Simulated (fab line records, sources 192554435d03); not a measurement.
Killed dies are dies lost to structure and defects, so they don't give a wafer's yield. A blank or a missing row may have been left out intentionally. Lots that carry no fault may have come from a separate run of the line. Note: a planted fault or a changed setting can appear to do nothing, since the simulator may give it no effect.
fab line records -- flow n5-finfet
record lots=7, wafers=39
route steps=1938 shown ZERO_LAYER@14 PMOS_HMC_CHANNEL_EPI@57 SD_EPI_N@275 HKMG_FIN@448 MOL_CONTACT_COAG@586 BEOL_M0@738 BEOL_M2@901 BEOL_M4@1021 BEOL_M5@1183 BEOL_M6@1236 BEOL_M10@1524 BEOL_M11@1554 BEOL_M13@1707 MIM_BOT@1833 PASSIVATION@1936
start-h: start of the lot's first displayed wafer, in hours after the record's first day -- wait-h: time in hours since the lot's previous step -- " the same as in the row above -- L1.1+2: a single row standing in for several wafers -- - no value, or no start given -- * or withheld: withheld -- < > ~ a bound
route shown NAME@n: a module of which the file shows steps, and the number in the route of the first -- usual: mean/standard deviation taken from wafers without a fault -- same: alike in all rows -- chamber/n: place in a boat -- sites: readings site by site -- _std_site: standard deviation of those values -- _edge_site: the outer-site mean with the inner-site mean subtracted -- radius-mm: for every site, how far away it sits from the centre of the wafer -- mask NAME#n: copy n -- behind: tool/chamber where the wafer was last shaped -- hold: reason for holding the lot/hours on hold/outcome of the hold -- device: the n, p or np transistor that did not switch -- end of line: at the end of the route, the tests of the same wafers -- for a step that has no rows: nothing shown but its recipe -- killed: the dies lost at the first sort to structure and to defects; this is not the yield of the wafer -- map: the dies of a wafer, with x for killed, . for not killed, _ for no die there
set.NAME: the run value of the setting; set.NAME@STEP: its run value at that earlier step -- model.NAME: the simulator's own value behind a step, which no gauge read
lots run with intentionally changed settings; tables by step, rows by wafer
## steps
# step N5_ZERO_LAYER_DESCUM_16
# recipe chemistry=O2, time-s=7.9, source-power-w=50, bias-power-w=20, pressure-mtorr=20, rf-frequency-hz=2.712e+07, temp-c=40, o2-flow-sccm=225
# step N5_PMOS_HMC_CHANNEL_EPI_HM_DEP_34
# recipe material=SiO2, target-thk-a=360, temp-c=400, precursor=TEOS/O2, pressure-torr=6.5, rf-w=900, teos-flow-sccm=161.4, gas=O2, flow-sccm=2650, time-s=6.9
# step N5_SD_EPI_N_ETCH_35
# recipe chemistry=N2/H2, target=SOC, overetch-a=1080, mask-material=SiARC, temp-c=40, ion-energy-ev=100, source-w=3000, bias-w=133, pressure-mtorr=20, time-s=486, n2-flow-sccm=200, h2-flow-sccm=200
# step N5_HKMG_FIN_NWFM_ALD_20
# recipe material=TiAlC, target-thk-a=20, temp-c=300, ald-precursor-family=TiCl4, ald-co-reactant=TEA, pulse-time-s=3, purge-time-s=2, co-reactant-purge-time-s=2, co-reactant-pulse-time-s=10, ald-cycles=7, pressure-torr=3
# step N5_MOL_CONTACT_COAG_VIA_ETCH_46
# recipe chemistry=C4F6/O2, target-depth-a=460, overetch-a=92, mask-material=SOC, target=SiO2, bias-w=455, pressure-mtorr=10, time-s=40, source-w=325, Ar_flow_sccm=300, C4F6_flow_sccm=10, O2_flow_sccm=10, ion-energy-ev=575.3, ends=end-point
# step N5_BEOL_M0_SPUTTER_134
# recipe material=Cu, target-thk-a=40, temp-c=-20, chamber-pressure-pa=0.07, power-w=withheld, time-s=7.37
# step N5_BEOL_M2_ALD_84
# recipe material=TaN, target-thk-a=*, temp-c=275, ald-precursor-family=PDMAT, ald-co-reactant=NH3, pressure-torr=3, carrier-flow-sccm=1500, pulse-time-s=2, purge-time-s=3, co-reactant-purge-time-s=2, co-reactant-pulse-time-s=3, ald-cycles=30, precursor-vessel-temp-c=75, precursor-vessel-pressure-torr=26.25, precursor-vessel-carrier-sccm=1000
# step N5_BEOL_M4_ILD_DEP_00
# recipe material=SiOC, target-thk-a=790, temp-c=350, precursor=DEMS/O2, pressure-torr=5, rf-w=500, time-s=15.3
# step N5_BEOL_M5_SPUTTER_90
# recipe material=Cu, target-thk-a=45, temp-c=-20, chamber-pressure-pa=0.07, power-w=withheld, time-s=8.29
# step N5_BEOL_M6_VIA_ETCH_34
# recipe chemistry=C4F6/O2, target=SiCOH_lowk, target-depth-a=1263, mask-material=SOC, taper-deg=4, time-s=50.9, ion-energy-ev=250, pressure-mtorr=30, source-w=345, bias-w=185, Ar_flow_sccm=300, C4F6_flow_sccm=10, O2_flow_sccm=10
# step N5_BEOL_M10_ALD_74
# recipe material=TaN, target-thk-a=20, temp-c=275, ald-precursor-family=PDMAT, ald-co-reactant=NH3, pressure-torr=3, carrier-flow-sccm=1500, pulse-time-s=2, purge-time-s=3, co-reactant-purge-time-s=2, co-reactant-pulse-time-s=3, ald-cycles=40, precursor-vessel-temp-c=75, precursor-vessel-pressure-torr=26.25, precursor-vessel-carrier-sccm=1000
# step N5_BEOL_M11_ETCH_62
# recipe chemistry=N2/H2, target=SOC, target-depth-a=1100, overetch-a=220, mask-material=SiARC, temp-c=40, time-s=165, ion-energy-ev=200, pressure-mtorr=30, source-w=840, bias-w=150, n2-flow-sccm=200, h2-flow-sccm=200
# step N5_BEOL_M13_SPUTTER_45
# recipe material=Cu, target-thk-a=800, temp-c=-20, bias-v=60, power-w=26000, chamber-pressure-pa=0.13, time-s=13.33
# step N5_MIM_BOT_SPUTTER_00
# recipe material=TiN, target-thk-a=350, temp-c=200, power-w=3000, chamber-pressure-pa=0.49996, gas=Ar, reactive-partial-pa=0.37997, time-s=89.7
# step N5_PASSIVATION_PROBE_49
# usual killed_at_M0_to_M3=33/11
lot.wafer,tool,chamber,start-h,wait-h,set.time-s@ZERO_LAYER_DESCUM_16,set.time-s@PMOS_HMC_CHANNEL_EPI_HM_DEP_34,set.time-s@SD_EPI_N_ETCH_35,set.co-reactant-pulse-time-s@HKMG_FIN_NWFM_ALD_20,set.target-depth-a@MOL_CONTACT_COAG_VIA_ETCH_46,set.target-thk-a@BEOL_M0_SPUTTER_134,set.ald-cycles@BEOL_M2_ALD_84,set.target-thk-a@BEOL_M4_ILD_DEP_00,set.target-thk-a@BEOL_M5_SPUTTER_90,set.target-depth-a@BEOL_M6_VIA_ETCH_34,set.ald-cycles@BEOL_M10_ALD_74,set.time-s@BEOL_M11_ETCH_62,set.time-s@BEOL_M13_SPUTTER_45,set.target-thk-a@MIM_BOT_SPUTTER_00,killed_at_M0_to_M3
L074.1,prober-01,-,273.66,0.0,5.388,6.9,486,11.85,460,26.33,43,790,45,1263,40,165,20.15,443.6,19
L074.2,prober-01,-,273.71,0.1,5.388,6.9,486,10,669.8,40,43,790,45,1824,58,165,20.15,350,24
L074.3,prober-01,-,273.76,0.1,7.9,6.9,486,11.85,669.8,40,30,790,57.79,1263,40,165,13.33,350,15
L074.4,prober-01,-,273.81,0.2,5.388,6.9,486,10,669.8,26.33,30,790,45,1263,58,165,13.33,443.6,29
L074.5,prober-01,-,273.86,0.2,7.9,6.9,486,10,460,26.33,43,790,57.79,1824,40,165,13.33,350,43
L074.6,prober-01,-,273.91,0.3,7.9,6.9,486,11.85,460,40,30,790,57.79,1824,58,165,20.15,443.6,14
L079.1,prober-01,-,304.36,0.0,7.9,6.9,486,11.54,460,40,30,790,45,1263,40,165,13.33,195.5,30
L079.2,prober-01,-,304.41,0.1,12.17,6.9,345.3,10,460,55.73,30,953.3,45,1263,28,126.1,17.36,350,34
L079.3,prober-01,-,304.46,0.1,12.17,6.9,486,10,562.2,40,30,790,45,1263,28,126.1,17.36,195.5,21
L079.4,prober-01,-,304.51,0.2,7.9,6.9,486,10,562.2,55.73,30,953.3,45,1263,40,165,17.36,195.5,29
L079.5,prober-01,-,304.56,0.2,12.17,6.9,345.3,11.54,562.2,40,30,953.3,45,1263,28,165,13.33,350,36
L079.6,prober-01,-,304.61,0.3,7.9,6.9,345.3,11.54,460,55.73,30,790,45,1263,40,126.1,13.33,350,34
L081.1,prober-01,-,338.93,0.4,7.9,6.9,486,10,460,40,30,790,45,1263,40,165,13.33,350,43
L081.2,prober-01,-,338.98,0.4,7.9,6.9,486,10,460,40,30,790,45,1263,40,165,13.33,350,42
L081.3,prober-01,-,339.03,0.5,7.9,6.9,486,10,460,40,30,790,45,1263,40,165,13.33,350,31
L080.1,prober-01,-,346.02,0.0,7.9,6.9,486,10,460,40,30,651.5,18.36,1774,40,194.9,5.86,184.4,31
L080.2,prober-01,-,346.07,0.1,7.9,5.602,640.3,10,460,40,30,651.5,18.36,1263,40,165,13.33,184.4,39
L080.3,prober-01,-,346.12,0.1,7.9,6.9,640.3,10,460,33.56,30,790,18.36,1263,21,165,5.86,184.4,44
L080.4,prober-01,-,346.17,0.2,7.9,5.602,486,10,460,33.56,30,790,45,1774,40,165,5.86,350,35
L080.5,prober-01,-,346.22,0.2,7.9,6.9,640.3,10,460,33.56,30,651.5,45,1774,21,194.9,13.33,350,32
L080.6,prober-01,-,346.27,0.3,7.9,5.602,486,10,460,40,30,790,45,1263,21,194.9,13.33,350,29
L086.1,prober-02,-,363.66,0.0,6.044,9.492,486,10,460,40,30,790,57.41,1263,24,165,13.33,221.4,30
L086.2,prober-02,-,363.71,0.1,7.9,9.492,564.8,10,557.4,16.16,30,790,45,830.4,24,165,13.33,350,38
L086.3,prober-02,-,363.76,0.1,7.9,6.9,564.8,8.433,460,16.16,30,790,57.41,830.4,24,84.01,13.33,221.4,34
L086.4,prober-02,-,363.81,0.2,6.044,9.492,486,8.433,460,16.16,30,790,45,1263,40,165,13.33,350,33
L086.5,prober-02,-,363.86,0.2,7.9,6.9,486,10,557.4,40,30,790,57.41,1263,40,84.01,13.33,350,39
L086.6,prober-02,-,363.91,0.3,6.044,6.9,564.8,8.433,557.4,40,30,790,45,830.4,40,84.01,13.33,221.4,35
L088.1,prober-01,-,391.87,0.0,7.9,9.733,486,10,626.1,61.01,13,790,45,550.1,40,108,13.33,350,260
L088.2,prober-01,-,391.92,0.1,7.9,6.9,486,10,626.1,40,13,556.3,45,1263,40,108,16.15,350,304
L088.3,prober-01,-,391.97,0.1,7.9,6.9,486,10,460,40,30,790,53.76,550.1,40,108,16.15,350,34
L088.4,prober-01,-,392.02,0.2,7.9,9.733,486,11.68,460,40,13,790,53.76,1263,40,165,13.33,350,497
L088.5,prober-01,-,392.07,0.2,7.9,6.9,486,11.68,626.1,61.01,30,556.3,53.76,550.1,40,165,16.15,350,32
L088.6,prober-01,-,392.12,0.3,7.9,9.733,486,11.68,460,61.01,30,556.3,45,1263,40,165,13.33,350,23
L097.1,prober-01,-,449.93,0.0,11.81,5.456,486,10,460,40,30,790,45,1263,52,134.4,17.11,350,33
L097.2,prober-01,-,449.98,0.1,11.81,6.9,573.5,10,460,40,13,790,45,1897,40,134.4,17.11,350,477
L097.3,prober-01,-,450.03,0.1,7.9,5.456,486,10,563.5,63.57,13,790,45,1263,40,165,17.11,350,486
L097.4,prober-01,-,450.08,0.2,7.9,5.456,573.5,10,460,63.57,30,790,45,1897,40,165,13.33,350,42
L097.5,prober-01,-,450.13,0.2,11.81,6.9,573.5,10,563.5,63.57,13,790,45,1263,52,134.4,13.33,350,498
L097.6,prober-01,-,450.18,0.3,7.9,6.9,486,10,563.5,40,30,790,45,1897,52,165,13.33,350,32
# killed by level:class
L074.1 MIM_BOT:area-sputter=208 MOL_CONTACT_COAG:geometric-particle:open=20 FIN_SAQP:geometric-particle:short=13 ILD0:geometric-particle:short=6 MOL_CONTACT_COAG:geometric-particle:short=6 BEOL_M0_SAQP:geometric-particle:short=6 GATE_CUT:geometric-particle:open=5 BEOL_M4:geometric-particle:open=5
L074.2 BEOL_M4:geometric-particle:open=12 MOL_CONTACT_COAG:geometric-particle:open=10 MOL_CONTACT_COAG:geometric-particle:short=10 BEOL_M3:geometric-particle:open=8 FIN_SAQP:geometric-particle:open=5 STI_FIN_REVEAL:geometric-particle:open=5 BEOL_M0_SAQP:geometric-particle:open=5 FIN_SAQP:geometric-particle:short=3
L074.3 MOL_CONTACT_COAG:geometric-particle:open=11 FIN_SAQP:geometric-particle:short=8 DUMMY_GATE:geometric-particle:open=6 FIN_SAQP:geometric-particle:open=5 STI_FIN_REVEAL:geometric-particle:open=5 MOL_CONTACT_COAG:geometric-particle:short=4 BEOL_M0_SAQP:geometric-particle:open=4 MIM_TOP_ETCH:geometric-particle:open=4
L074.4 MIM_BOT:area-sputter=208 MOL_CONTACT_COAG:geometric-particle:open=15 MOL_CONTACT_COAG:geometric-particle:short=15 BEOL_M2:geometric-particle:open=10 BEOL_M3:geometric-particle:open=6 FIN_SAQP:geometric-particle:short=5 DUMMY_GATE:geometric-particle:open=5 BEOL_M5:geometric-particle:open=4
L074.5 MOL_CONTACT_COAG:geometric-particle:open=11 BEOL_M0_SAQP:geometric-particle:short=10 BEOL_M0_SAQP:geometric-particle:open=8 GATE_CUT:geometric-particle:open=7 MOL_CONTACT_COAG:geometric-particle:short=7 BEOL_M1:geometric-particle:open=6 DUMMY_GATE:geometric-particle:open=5 GATE_CUT:geometric-particle:short=5
L074.6 MIM_BOT:area-sputter=217 MOL_CONTACT_COAG:geometric-particle:open=19 MOL_CONTACT_COAG:geometric-particle:short=10 STI_FIN_REVEAL:geometric-particle:open=8 FIN_CUT:geometric-particle:open=4 STI_FIN_REVEAL:geometric-particle:short=4 BEOL_M4:geometric-particle:open=4 STARTING-WAFER:geometric-particle:open=4
L079.1 MOL_CONTACT_COAG:geometric-particle:open=14 BEOL_M0_SAQP:geometric-particle:open=10 STI_FIN_REVEAL:geometric-particle:open=8 BEOL_M0_SAQP:geometric-particle:short=8 STI_FIN_REVEAL:geometric-particle:short=6 GATE_CUT:geometric-particle:short=6 BEOL_M3:geometric-particle:open=5 GATE_CUT:geometric-particle:open=4
L079.2 SD_EPI_N:area-etch=1091 BEOL_M3:geometric-particle:open=13 BEOL_M2:geometric-particle:open=8 MOL_CONTACT_COAG:geometric-particle:open=7 STI_FIN_REVEAL:geometric-particle:open=6 GATE_CUT:geometric-particle:short=6 DUMMY_GATE:geometric-particle:open=5 BEOL_M0_SAQP:geometric-particle:open=4
L079.3 BEOL_M11:area-etch=87 BEOL_M3:geometric-particle:open=9 GATE_CUT:geometric-particle:short=6 BEOL_M4:geometric-particle:open=6 STI_FIN_REVEAL:geometric-particle:open=5 DUMMY_GATE:geometric-particle:open=5 BEOL_M4:geometric-particle:short=4 DUMMY_GATE:geometric-particle:short=3
L079.4 BEOL_M4:geometric-particle:open=12 GATE_CUT:geometric-particle:short=8 STI_FIN_REVEAL:geometric-particle:open=7 BEOL_M0_SAQP:geometric-particle:short=7 BEOL_M0_SAQP:geometric-particle:open=7 STARTING-WAFER:geometric-particle:short=6 MOL_CONTACT_COAG:geometric-particle:open=5 BEOL_M2:geometric-particle:open=5
L079.5 SD_EPI_N:area-etch=1096 BEOL_M0_SAQP:geometric-particle:open=14 BEOL_M0_SAQP:geometric-particle:short=13 DUMMY_GATE:geometric-particle:open=8 STI_FIN_REVEAL:geometric-particle:open=7 STARTING-WAFER:geometric-particle:short=6 GATE_CUT:geometric-particle:short=5 MOL_CONTACT_COAG:geometric-particle:open=4
L079.6 SD_EPI_N:area-etch=1079 STI_FIN_REVEAL:geometric-particle:open=14 MOL_CONTACT_COAG:geometric-particle:open=10 BEOL_M0_SAQP:geometric-particle:open=8 DUMMY_GATE:geometric-particle:open=7 BEOL_M0_SAQP:geometric-particle:short=6 BEOL_M0:geometric-particle:open=6 BEOL_M2:geometric-particle:open=5
L081.1 FIN_SAQP:geometric-particle:open=12 BEOL_M2:geometric-particle:open=12 MOL_CONTACT_COAG:geometric-particle:open=9 BEOL_M1:geometric-particle:open=9 BEOL_M0_SAQP:geometric-particle:short=8 STARTING-WAFER:geometric-particle:open=5 BEOL_M2:geometric-particle:short=4 BEOL_M3:geometric-particle:open=4
L081.2 BEOL_M1:geometric-particle:open=15 BEOL_M2:geometric-particle:open=7 MOL_CONTACT_COAG:geometric-particle:open=7 BEOL_M0_SAQP:geometric-particle:short=5 FIN_SAQP:geometric-particle:open=4 BEOL_M0_SAQP:geometric-particle:open=4 BEOL_M3:geometric-particle:open=4 STI_FIN_REVEAL:geometric-particle:open=3
L081.3 MOL_CONTACT_COAG:geometric-particle:open=12 BEOL_M1:geometric-particle:open=12 FIN_SAQP:geometric-particle:open=7 FIN_SAQP:geometric-particle:short=5 DUMMY_GATE:geometric-particle:open=5 BEOL_M0_SAQP:geometric-particle:short=5 BEOL_M2:geometric-particle:open=5 STARTING-WAFER:geometric-particle:short=5
L080.1 BEOL_M13:interface-void-opened=151 MOL_CONTACT_COAG:geometric-particle:open=13 STI_FIN_REVEAL:geometric-particle:open=12 BEOL_M2:geometric-particle:open=9 FIN_SAQP:geometric-particle:open=8 BEOL_M0_SAQP:geometric-particle:short=6 GATE_CUT:geometric-particle:short=5 MOL_CONTACT_COAG:geometric-particle:short=5
L080.2 STI_FIN_REVEAL:geometric-particle:open=13 BEOL_M0_SAQP:geometric-particle:short=10 FIN_SAQP:geometric-particle:open=9 BEOL_M2:geometric-particle:open=9 BEOL_M1:geometric-particle:open=7 BEOL_M4:geometric-particle:open=6 FIN_SAQP:geometric-particle:short=4 GATE_CUT:geometric-particle:open=4
L080.3 BEOL_M13:interface-void-opened=157 MOL_CONTACT_COAG:geometric-particle:open=13 BEOL_M1:geometric-particle:open=8 BEOL_M0_SAQP:geometric-particle:open=7 BEOL_M2:geometric-particle:open=7 M10:area-ald=7 BEOL_M0_SAQP:geometric-particle:short=6 BEOL_M1:geometric-particle:short=6
L080.4 BEOL_M13:interface-void-opened=150 MOL_CONTACT_COAG:geometric-particle:open=12 BEOL_M1:geometric-particle:open=11 FIN_SAQP:geometric-particle:open=10 BEOL_M0_SAQP:geometric-particle:open=9 BEOL_M3:geometric-particle:open=6 STI_FIN_REVEAL:geometric-particle:open=5 PASS1_CAP:geometric-particle:short=4
L080.5 MOL_CONTACT_COAG:geometric-particle:open=19 BEOL_M4:geometric-particle:open=11 BEOL_M3:geometric-particle:open=8 M10:area-ald=8 STARTING-WAFER:geometric-particle:open=7 BEOL_M2:geometric-particle:open=6 MOL_CONTACT_COAG:geometric-particle:short=5 BEOL_M0_SAQP:geometric-particle:open=5
L080.6 MOL_CONTACT_COAG:geometric-particle:open=12 BEOL_M2:geometric-particle:open=11 STI_FIN_REVEAL:geometric-particle:open=5 DUMMY_GATE:geometric-particle:open=5 GATE_CUT:geometric-particle:short=5 FIN_SAQP:geometric-particle:open=4 BEOL_M0_SAQP:geometric-particle:short=4 BEOL_M1:geometric-particle:open=4
L086.1 FIN_SAQP:geometric-particle:open=9 STI_FIN_REVEAL:geometric-particle:open=7 GATE_CUT:geometric-particle:short=7 BEOL_M1:geometric-particle:open=7 BEOL_M2:geometric-particle:open=7 M10:area-ald=6 FIN_SAQP:geometric-particle:short=5 MOL_CONTACT_COAG:geometric-particle:short=5
L086.2 BEOL_M6:area-etch=1085 GATE_CUT:geometric-particle:short=9 MOL_CONTACT_COAG:geometric-particle:open=8 BEOL_M0_SAQP:geometric-particle:open=8 BEOL_M0:interface-void-opened=7 GATE_CUT:geometric-particle:open=6 BEOL_M1:geometric-particle:open=6 STI_FIN_REVEAL:geometric-particle:open=5
L086.3 BEOL_M6:area-etch=1077 GATE_CUT:geometric-particle:short=13 BEOL_M3:geometric-particle:open=9 FIN_SAQP:geometric-particle:short=8 FIN_SAQP:geometric-particle:open=7 GATE_CUT:geometric-particle:open=7 BEOL_M4:geometric-particle:open=7 BEOL_M1:geometric-particle:open=6
L086.4 STI_FIN_REVEAL:geometric-particle:open=17 FIN_SAQP:geometric-particle:open=12 FIN_SAQP:geometric-particle:short=10 BEOL_M0_SAQP:geometric-particle:open=9 BEOL_M0_SAQP:geometric-particle:short=8 GATE_CUT:geometric-particle:short=7 GATE_CUT:geometric-particle:open=6 STI_FIN_REVEAL:geometric-particle:short=5
L086.5 BEOL_M11:area-etch=1074 FIN_SAQP:geometric-particle:open=13 BEOL_M0_SAQP:geometric-particle:open=13 FIN_SAQP:geometric-particle:short=10 BEOL_M0_SAQP:geometric-particle:short=9 GATE_CUT:geometric-particle:short=7 BEOL_M1:geometric-particle:open=6 BEOL_M4:geometric-particle:open=6
L086.6 BEOL_M6:area-etch=1100 BEOL_M1:geometric-particle:open=10 FIN_SAQP:geometric-particle:open=8 BEOL_M2:geometric-particle:open=5 STI_FIN_REVEAL:geometric-particle:open=4 GATE_CUT:geometric-particle:short=4 BEOL_M0_SAQP:geometric-particle:open=4 BEOL_M0_SAQP:geometric-particle:short=4
L088.1 BEOL_M6:area-etch=865 M2:area-ald=235 STI_FIN_REVEAL:geometric-particle:open=10 FIN_SAQP:geometric-particle:open=7 MOL_CONTACT_COAG:geometric-particle:open=7 BEOL_M1:geometric-particle:open=5 BEOL_M2:geometric-particle:open=5 BEOL_M0_SAQP:geometric-particle:short=4
L088.2 BEOL_M11:area-etch=568 M2:area-ald=273 BEOL_M4:area-dep=241 STI_FIN_REVEAL:geometric-particle:open=11 FIN_SAQP:geometric-particle:short=7 GATE_CUT:geometric-particle:short=7 MOL_CONTACT_COAG:geometric-particle:open=7 FIN_SAQP:geometric-particle:open=6
L088.3 BEOL_M6:area-etch=1087 STI_FIN_REVEAL:geometric-particle:open=11 BEOL_M1:geometric-particle:open=11 MOL_CONTACT_COAG:geometric-particle:open=8 BEOL_M2:geometric-particle:open=8 BEOL_M2:geometric-particle:short=6 FIN_SAQP:geometric-particle:short=5 DUMMY_GATE:geometric-particle:open=5
L088.4 M2:area-ald=478 GATE_CUT:geometric-particle:short=11 BEOL_M3:geometric-particle:open=6 MOL_CONTACT_COAG:geometric-particle:open=6 STI_FIN_REVEAL:geometric-particle:open=5 BEOL_M4:geometric-particle:open=5 FIN_SAQP:geometric-particle:short=4 ILD0:geometric-particle:short=4
L088.5 BEOL_M6:area-etch=757 BEOL_M4:area-dep=334 BEOL_M0_SAQP:geometric-particle:open=8 BEOL_M1:geometric-particle:open=8 STARTING-WAFER:geometric-particle:open=7 MOL_CONTACT_COAG:geometric-particle:open=5 STI_FIN_REVEAL:geometric-particle:open=4 GATE_CUT:geometric-particle:short=4
L088.6 BEOL_M4:area-dep=454 MOL_CONTACT_COAG:geometric-particle:open=8 BEOL_M4:geometric-particle:open=7 BEOL_M0_SAQP:geometric-particle:open=6 BEOL_M1:geometric-particle:open=6 STI_FIN_REVEAL:geometric-particle:open=5 BEOL_M5:geometric-particle:open=4 FIN_SAQP:geometric-particle:short=3
L097.1 BEOL_M11:area-etch=177 FIN_SAQP:geometric-particle:short=15 MOL_CONTACT_COAG:geometric-particle:open=12 BEOL_M2:geometric-particle:open=8 GATE_CUT:geometric-particle:short=6 BEOL_M0_SAQP:geometric-particle:open=6 BEOL_M1:geometric-particle:open=6 FIN_SAQP:geometric-particle:open=5
L097.2 M2:area-ald=443 FIN_SAQP:geometric-particle:short=11 BEOL_M2:geometric-particle:open=11 FIN_SAQP:geometric-particle:open=9 MOL_CONTACT_COAG:geometric-particle:open=7 BEOL_M4:geometric-particle:open=7 STI_FIN_REVEAL:geometric-particle:open=5 BEOL_M3:geometric-particle:open=5
L097.3 M2:area-ald=429 BEOL_M0_SAQP:geometric-particle:open=13 FIN_SAQP:geometric-particle:short=12 BEOL_M0_SAQP:geometric-particle:short=10 BEOL_M2:geometric-particle:open=8 BEOL_M4:geometric-particle:open=6 DUMMY_GATE:geometric-particle:open=6 BEOL_M1:geometric-particle:open=6
L097.4 MOL_CONTACT_COAG:geometric-particle:open=14 BEOL_M3:geometric-particle:open=13 DUMMY_GATE:geometric-particle:open=9 BEOL_M2:geometric-particle:open=7 BEOL_M1:geometric-particle:open=5 FIN_SAQP:geometric-particle:short=4 GATE_CUT:geometric-particle:short=4 MOL_CONTACT_COAG:geometric-particle:short=4
L097.5 M2:area-ald=470 FIN_SAQP:geometric-particle:short=12 BEOL_M4:geometric-particle:open=8 MOL_CONTACT_COAG:geometric-particle:open=7 STI_FIN_REVEAL:geometric-particle:open=6 GATE_CUT:geometric-particle:short=5 BEOL_M2:geometric-particle:open=5 FIN_SAQP:geometric-particle:open=4
L097.6 DUMMY_GATE:geometric-particle:open=9 FIN_SAQP:geometric-particle:short=8 BEOL_M4:geometric-particle:open=8 BEOL_M2:geometric-particle:open=8 FIN_SAQP:geometric-particle:open=7 BEOL_M2:geometric-particle:short=6 GATE_CUT:geometric-particle:short=5 MOL_CONTACT_COAG:geometric-particle:open=5
## key
split step=N5_ZERO_LAYER_DESCUM_16, setting=time-s, stated-as=7.9
response none clear
split step=N5_PMOS_HMC_CHANNEL_EPI_HM_DEP_34, setting=time-s, stated-as=6.9
response none clear
split step=N5_SD_EPI_N_ETCH_35, setting=time-s, stated-as=486
response none clear
split step=N5_HKMG_FIN_NWFM_ALD_20, setting=co-reactant-pulse-time-s, stated-as=10
response none clear
split step=N5_MOL_CONTACT_COAG_VIA_ETCH_46, setting=target-depth-a, stated-as=460
response none clear
split step=N5_BEOL_M0_SPUTTER_134, setting=target-thk-a, stated-as=40
response none clear
split step=N5_BEOL_M2_ALD_84, setting=ald-cycles, stated-as=30
response step=N5_PASSIVATION_PROBE_49, reading=killed_at_M0_to_M3, slope=-5.51, per=1%, together-with=all, explained=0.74
split step=N5_BEOL_M4_ILD_DEP_00, setting=target-thk-a, stated-as=790
response none clear
split step=N5_BEOL_M5_SPUTTER_90, setting=target-thk-a, stated-as=45
response none clear
split step=N5_BEOL_M6_VIA_ETCH_34, setting=target-depth-a, stated-as=1263
response none clear
split step=N5_BEOL_M10_ALD_74, setting=ald-cycles, stated-as=40
response none clear
split step=N5_BEOL_M11_ETCH_62, setting=time-s, stated-as=165
response none clear
split step=N5_BEOL_M13_SPUTTER_45, setting=time-s, stated-as=13.33
response none clear
split step=N5_MIM_BOT_SPUTTER_00, setting=target-thk-a, stated-as=350
response none clear
